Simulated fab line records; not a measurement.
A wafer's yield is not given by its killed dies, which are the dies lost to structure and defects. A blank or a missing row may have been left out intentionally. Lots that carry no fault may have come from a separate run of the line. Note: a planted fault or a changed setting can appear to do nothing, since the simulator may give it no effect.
Split-lot experiment ; flow n5_finfet ; 39 wafers read from 7 lots, route of 1938 steps

== ON THE SPLIT ==
At N5_BEOL_M2_TRENCH_ETCH_37 (etches SiOC in C4F6/O2, target depth 55.555 nm, time 29.2 s), the setting target_depth_a was moved away from the recipe's 555.55 angstrom on 9 of the 39 wafers read, by +34.1% to +45.4%. For the rest of the wafers, this setting stayed at what the recipe calls for.

== FROM THE SPLIT TO THE READING: what the file shows between them, 13 steps ==
- N5_BEOL_M2_ETCH_41: etches SiCN in CH3F/O2, target depth 29.9 nm, time 52.5 s
- N5_BEOL_M2_STRIP_97: strips in N2/H2, time 10 s
- N5_BEOL_M2_OCD_MEAS_38
- N5_BEOL_M2_HM_STRIP_39: strips TiN in peroxide tin strip, target depth 25 nm, time 158 s
- N5_BEOL_M2_SRD_40: time 30 s
- N5_BEOL_M2_ECD_50: material Cu, target thk 300 nm
- N5_BEOL_M2_ANNEAL_51: time 90 s
- N5_BEOL_M2_CMP_52: polishes, stops on SiOC, t overpolish 6.8 s, target thk 40 nm
- N5_BEOL_M2_THK_MEAS_53: measures by xrf
- N5_BEOL_M2_PRE_CLEAN_60: time 15 s
- N5_BEOL_M2_CO_CAP_55: material Co, precursor CCTBA/H2, target thk 2 nm, time 102.1 s
- N5_BEOL_M2_PRE_CLEAN_56: time 15 s
- N5_BEOL_M2_DEP_57: deposits SiCN from 3MS/NH3, target thk 8 nm, time 14 s

== THE READING ==
At N5_BEOL_M2_RS_MEAS_58, a four-point-probe measurement gives M2_RS in ohm/sq. On this fab line, fault-free wafers typically give 0.66 ohm/sq with a standard deviation of 0.032 ohm/sq.

wafer;tool, chamber at the split;target_depth_a as run, angstrom;against the recipe;M2_RS, ohm/sq;against lot-mates on the recipe
L075.1;rie_diel-01, 3;555.55;recipe;0.68;-
L075.2;rie_diel-01, 2;555.55;recipe;0.70;-
L075.3;rie_diel-01, 1;555.55;recipe;0.70;-
L075.4;rie_diel-01, 0;555.55;recipe;0.71;-
L075.5;rie_diel-01, 3;555.55;recipe;0.68;-
L075.6;rie_diel-01, 2;555.55;recipe;0.71;-
L078.1;rie_diel-01, 2;555.55;recipe;0.62;-
L078.3;rie_diel-01, 0;555.55;recipe;0.67;-
L078.4;rie_diel-01, 3;555.55;recipe;0.65;-
L082.1;rie_diel-01, 2;555.55;recipe;0.64;-
L082.2;rie_diel-01, 3;555.55;recipe;0.71;-
L082.3;rie_diel-01, 1;555.55;recipe;0.64;-
L082.4;rie_diel-01, 0;808;+45.4%;0.37;-0.29
L082.5;rie_diel-01, 1;808;+45.4%;0.35;-0.31
L082.6;rie_diel-01, 0;808;+45.4%;0.37;-0.29
L081.1;rie_diel-04, 1;555.55;recipe;0.63;-
L081.2;rie_diel-04, 2;555.55;recipe;0.63;-
L081.3;rie_diel-04, 3;555.55;recipe;0.62;-
L081.4;rie_diel-04, 0;555.55;recipe;0.65;-
L081.5;rie_diel-04, 3;555.55;recipe;0.67;-
L081.6;rie_diel-04, 0;555.55;recipe;0.67;-
L087.1;rie_diel-02, 2;757;+36.3%;0.38;-0.27
L087.2;rie_diel-02, 1;757;+36.3%;0.40;-0.25
L087.3;rie_diel-02, 3;555.55;recipe;0.62;-
L087.4;rie_diel-02, 1;555.55;recipe;0.65;-
L087.5;rie_diel-02, 2;555.55;recipe;0.69;-
L087.6;rie_diel-02, 3;757;+36.3%;0.39;-0.26
L096.1;rie_diel-04, 0;555.55;recipe;0.70;-
L096.2;rie_diel-04, 2;555.55;recipe;0.67;-
L096.3;rie_diel-04, 3;555.55;recipe;0.69;-
L096.4;rie_diel-04, 0;555.55;recipe;0.71;-
L096.5;rie_diel-04, 3;555.55;recipe;0.71;-
L096.6;rie_diel-04, 2;555.55;recipe;0.64;-
L097.1;rie_diel-01, 0;745;+34.1%;0.41;-0.26
L097.2;rie_diel-01, 1;555.55;recipe;0.68;-
L097.3;rie_diel-01, 2;555.55;recipe;0.66;-
L097.4;rie_diel-01, 3;745;+34.1%;0.39;-0.28
L097.5;rie_diel-01, 3;555.55;recipe;0.66;-
L097.6;rie_diel-01, 2;745;+34.1%;0.40;-0.27

THE FIT
A straight line over all 39 wafers: M2_RS changes by -0.00728 ohm/sq for each +1% of target_depth_a; r = -0.97; the points scatter about the line by 0.029 ohm/sq.
The same after taking each lot's own level away (the mean of its wafers on the recipe; 39 wafers): -0.00709 ohm/sq for each +1%; r = -0.98; scatter 0.022 ohm/sq.
According to that fit, moving target_depth_a by its largest amount changes the reading by 0.32 ohm/sq.
Across the lots, their own levels run from 0.645 to 0.697 ohm/sq, a range of 1.6 times the standard deviation given above.
So the lot-to-lot level changes the slope little: the two slopes agree.
Check: for one of the wafers moved furthest among these (+45.4%), held out of the fit, the line's prediction against its lot-mates is -0.328 ohm/sq. Against them it came out at -0.293 ohm/sq.

== THE WHOLE CHAIN: every reading that the file lists as answering this split, in the file's order ==
step;what it does;reading;change (the file's fit);r (the file's)
N5_BEOL_M2_TRENCH_ETCH_37;etches SiOC in C4F6/O2, target depth 55.555 nm, time 29.2 s;BEOL_M2.feature_depth_nm (the simulator's own value, which no gauge read);+0.552 nm for each +1% of the setting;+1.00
N5_BEOL_M2_TRENCH_ETCH_37;etches SiOC in C4F6/O2, target depth 55.555 nm, time 29.2 s;etch.depth_nm (the simulator's own value, which no gauge read);+0.552 nm for each +1% of the setting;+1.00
N5_BEOL_M2_TRENCH_ETCH_37;etches SiOC in C4F6/O2, target depth 55.555 nm, time 29.2 s;TiN_of_BEOL_M2_HM_DEP_02.thk_nm (the simulator's own value, which no gauge read);-0.0237 nm for each +1% of the setting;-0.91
N5_BEOL_M2_OCD_MEAS_38;;trench_depth_nm;+0.547 nm for each +1% of the setting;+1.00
N5_BEOL_M2_CMP_52;polishes, stops on SiOC, t overpolish 6.8 s, target thk 40 nm;Cu_of_BEOL_M2_ECD_50.thk_nm (the simulator's own value, which no gauge read);+0.565 nm for each +1% of the setting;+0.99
N5_BEOL_M2_THK_MEAS_53;measures by xrf;M2_THK;+0.569 for each +1% of the setting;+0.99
N5_BEOL_M2_RS_MEAS_58;measures by four-point-probe;M2_RS;-0.00707 for each +1% of the setting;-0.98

== FILE'S OWN FIT ==
M2_RS changes by -0.00707 ohm/sq for each +1% of target_depth_a, r = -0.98.
